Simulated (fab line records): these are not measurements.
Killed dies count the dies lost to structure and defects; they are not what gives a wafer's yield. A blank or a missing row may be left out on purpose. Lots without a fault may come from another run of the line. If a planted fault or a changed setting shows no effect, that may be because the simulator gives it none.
Matching of chambers -- flow n5-finfet -- N5_BEOL_M0_SAQP_HM_DEP_111 on pecvd-01 has 3 sister chambers
The step deposits SiO2 from SiH4/N2O, target thk 12 nm, time 7.2 s. 3 wafers are shown with their chamber, then 9 later ones without.

== WAFERS, EACH WITH ITS CHAMBER ==
wafer,chamber,showerhead-plenum-p-Torr (Torr)
L088.1,0,7.94
L088.3,2,8.12
L088.6,1,8.44

== WAFERS WITH NO CHAMBER GIVEN ==
wafer,showerhead-plenum-p-Torr (Torr)
L089.3,7.93
L089.4,8.42
L089.6,8.17
L092.2,7.93
L092.4,8.42
L092.5,7.91
L096.2,7.91
L096.4,7.95
L096.6,8.12

== THE CHAMBER EACH PASSED THROUGH ==
wafer,from the rows above,in truth
L089.3,0,0
L089.4,1,1
L089.6,2,2
L092.2,0,0
L092.4,1,1
L092.5,0,0
L096.2,0,0
L096.4,0,0
L096.6,2,2
Placed correctly: 9 of 9. Not placeable from these rows: 0. 0 placed wrongly.
How it was worked out, from the rows above alone: a wafer's distance from a chamber is the root of the sum, over the readings, of the square of ((its reading less the chamber's mean) divided by the reading's scatter). If the next closest chamber is less than 2 further off than the closest, the wafer can't be placed; otherwise it belongs to the closest. Each chamber's mean is taken over the wafers shown for it. The scatter: with one shown wafer a chamber, the root of the mean of the squares of how far each hidden wafer lies from its nearest shown one.
